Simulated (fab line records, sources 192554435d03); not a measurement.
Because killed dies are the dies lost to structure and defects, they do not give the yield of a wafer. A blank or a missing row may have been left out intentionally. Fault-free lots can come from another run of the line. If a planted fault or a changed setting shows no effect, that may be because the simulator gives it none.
Matching of chambers / flow n5-finfet / 4 sister chambers for N5_BEOL_M0_SAQP_ETCH_88 on rie-diel-05
The step etches underlayer in N2/H2, target depth 6.5 nm, time 5.2 s. 14 wafers are shown with their chamber, then 7 later ones without.

WAFERS WITH THEIR CHAMBER
wafer=L074.1; chamber=2; throttle-valve-pct (%)=18.00; showerhead-plenum-p-Torr (Torr)=2.44; drypump-motor-current-A (A)=5.6
wafer=L074.4; chamber=3; throttle-valve-pct (%)=17.71; showerhead-plenum-p-Torr (Torr)=2.43; drypump-motor-current-A (A)=5.4
wafer=L074.6; chamber=2; throttle-valve-pct (%)=18.01; showerhead-plenum-p-Torr (Torr)=2.44; drypump-motor-current-A (A)=5.7
wafer=L083.2; chamber=2; throttle-valve-pct (%)=18.03; showerhead-plenum-p-Torr (Torr)=2.43; drypump-motor-current-A (A)=5.7
wafer=L083.5; chamber=2; throttle-valve-pct (%)=18.00; showerhead-plenum-p-Torr (Torr)=2.43; drypump-motor-current-A (A)=5.7
wafer=L083.6; chamber=1; throttle-valve-pct (%)=18.19; showerhead-plenum-p-Torr (Torr)=2.59; drypump-motor-current-A (A)=6.2
wafer=L085.2; chamber=1; throttle-valve-pct (%)=18.19; showerhead-plenum-p-Torr (Torr)=2.59; drypump-motor-current-A (A)=6.2
wafer=L085.4; chamber=0; throttle-valve-pct (%)=18.66; showerhead-plenum-p-Torr (Torr)=2.63; drypump-motor-current-A (A)=4.9
wafer=L085.6; chamber=0; throttle-valve-pct (%)=18.68; showerhead-plenum-p-Torr (Torr)=2.63; drypump-motor-current-A (A)=5.0
wafer=L088.1; chamber=3; throttle-valve-pct (%)=17.74; showerhead-plenum-p-Torr (Torr)=2.42; drypump-motor-current-A (A)=5.3
wafer=L088.4; chamber=1; throttle-valve-pct (%)=18.19; showerhead-plenum-p-Torr (Torr)=2.58; drypump-motor-current-A (A)=6.2
wafer=L088.5; chamber=2; throttle-valve-pct (%)=18.07; showerhead-plenum-p-Torr (Torr)=2.43; drypump-motor-current-A (A)=5.7
wafer=L091.1; chamber=3; throttle-valve-pct (%)=17.77; showerhead-plenum-p-Torr (Torr)=2.41; drypump-motor-current-A (A)=5.4
wafer=L091.2; chamber=1; throttle-valve-pct (%)=18.20; showerhead-plenum-p-Torr (Torr)=2.58; drypump-motor-current-A (A)=6.2

SIGNATURES, as means of the wafers listed above
reading=throttle-valve-pct; chamber 0=18.6700; chamber 1=18.1925; chamber 2=18.0220; chamber 3=17.7400; scatter within a chamber=0.0236
reading=showerhead-plenum-p-Torr; chamber 0=2.6300; chamber 1=2.5850; chamber 2=2.4340; chamber 3=2.4200; scatter within a chamber=0.00648
reading=drypump-motor-current-A; chamber 0=4.950; chamber 1=6.200; chamber 2=5.680; chamber 3=5.367; scatter within a chamber=0.0443
Rule: for a wafer and a chamber, the distance is found by dividing, reading by reading, the gap between the wafer's reading and the chamber's mean by the reading's scatter, squaring, summing and taking the root. If the next closest chamber is less than 2 further off than the closest, the wafer can't be placed; otherwise it belongs to the closest. The scatter is the square root of a quotient: the sum, over the shown wafers, of each reading's squared deviation from its chamber's mean, divided by wafers minus chambers.

WAFERS WITH NO CHAMBER GIVEN
wafer=L091.4; throttle-valve-pct (%)=18.32; showerhead-plenum-p-Torr (Torr)=2.63; drypump-motor-current-A (A)=5.0
wafer=L092.2; throttle-valve-pct (%)=17.76; showerhead-plenum-p-Torr (Torr)=2.41; drypump-motor-current-A (A)=5.4
wafer=L092.4; throttle-valve-pct (%)=18.29; showerhead-plenum-p-Torr (Torr)=2.63; drypump-motor-current-A (A)=5.0
wafer=L092.5; throttle-valve-pct (%)=18.23; showerhead-plenum-p-Torr (Torr)=2.58; drypump-motor-current-A (A)=6.1
wafer=L095.1; throttle-valve-pct (%)=18.32; showerhead-plenum-p-Torr (Torr)=2.62; drypump-motor-current-A (A)=5.0
wafer=L095.3; throttle-valve-pct (%)=17.77; showerhead-plenum-p-Torr (Torr)=2.41; drypump-motor-current-A (A)=5.4
wafer=L095.6; throttle-valve-pct (%)=17.75; showerhead-plenum-p-Torr (Torr)=2.41; drypump-motor-current-A (A)=5.4

EACH ONE'S CHAMBER
wafer=L091.4; from the rows above=0; in truth=0
wafer=L092.2; from the rows above=3; in truth=3
wafer=L092.4; from the rows above=0; in truth=0
wafer=L092.5; from the rows above=1; in truth=1
wafer=L095.1; from the rows above=0; in truth=0
wafer=L095.3; from the rows above=3; in truth=3
wafer=L095.6; from the rows above=3; in truth=3
Correct placement for 7 of the 7. Can't be placed from these rows: 0. Wrongly placed: 0.
